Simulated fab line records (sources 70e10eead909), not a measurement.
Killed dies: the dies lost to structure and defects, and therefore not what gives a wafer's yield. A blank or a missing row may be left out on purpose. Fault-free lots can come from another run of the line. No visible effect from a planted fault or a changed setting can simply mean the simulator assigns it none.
Which tool is to blame? | flow nandHarc | Sampling: 6 lots, 18 wafers, 5 of 1302 route steps

== WHAT THE GAUGES SHOWED, per wafer ==
NHARC_END_SORT_01.
lot | measured | on | defectLimitedYield (%)

== EACH LOT AND THE TOOL THAT RAN IT (in order: tool; ch and the chambers of the sampled wafers; start) ==
lot  | NHARC_A_M0_CMP_23             | NHARC_A_M1_SOFTBAKE_04           | NHARC_A_M1_DESCUM_14              | NHARC_A_M1_ETCH_35
L402 | cmp-04 ch 1,2,3, day 22 19:10 | lithoTrack-04 ch 0, day 22 20:00 | rieDiel-10 ch 0,2,3, day 22 21:05 | rieDiel-10 ch 0,2,3, day 22 21:10
L405 | cmp-03 ch 0,1, day 24 13:31   | lithoTrack-06 ch 0, day 24 14:00 | rieDiel-09 ch 0,1,3, day 24 15:28 | rieDiel-09 ch 0,1,2, day 24 15:32
L408 | cmp-04 ch 0,2, day 25 20:43   | lithoTrack-06 ch 0, day 25 22:00 | rieDiel-09 ch 0,3, day 25 22:54   | rieDiel-09 ch 1,2,3, day 25 22:59
L410 | cmp-03 ch 0,1,2, day 26 16:16 | lithoTrack-04 ch 0, day 26 17:00 | rieDiel-10 ch 1,2, day 26 18:20   | rieDiel-10 ch 0,3, day 26 18:25
L422 | cmp-04 ch 1,2, day 31 10:04   | lithoTrack-06 ch 0, day 31 11:00 | rieDiel-10 ch 0,3, day 31 12:04   | rieDiel-10 ch 0,1, day 31 12:08
L424 | cmp-01 ch 0,1,3, day 32 16:33 | lithoTrack-04 ch 0, day 32 17:00 | rieDiel-06 ch 0,1,3, day 32 18:35 | rieDiel-06 ch 1,3, day 32 18:40
- NHARC_A_M0_CMP_23: polishes, t overpolish 20 s, target thk 113.75 nm.
- NHARC_A_M1_SOFTBAKE_04: time 55 s.
- NHARC_A_M1_DESCUM_14: chemistry O2, time 3 s.
- NHARC_A_M1_ETCH_35: etches the open film in N2/H2, target depth 40 nm, overetch 12 nm, time 43.94 s.

== THE ANSWER, worked out from the rows above alone ==
Rule: what is usual is taken from the lots themselves. Put in order of their means at a reading, lots are off if they are a third of the lots or fewer, leave a main group of 4 or more, and stand apart from it by a gap of 3 or more times the standard deviation of the main group's means; of several such gaps the widest counts. If all means in a main group match to the digits the tables above print for the reading, that group is not used. Also off: a lot with no number at a reading for which 4 or more lots have one. Any other lot the step has rows for is counted as sound.
No lot is off on any of the readings shown, so nothing can be concluded from this.

== WHAT THE SIMULATOR PUT IN ==
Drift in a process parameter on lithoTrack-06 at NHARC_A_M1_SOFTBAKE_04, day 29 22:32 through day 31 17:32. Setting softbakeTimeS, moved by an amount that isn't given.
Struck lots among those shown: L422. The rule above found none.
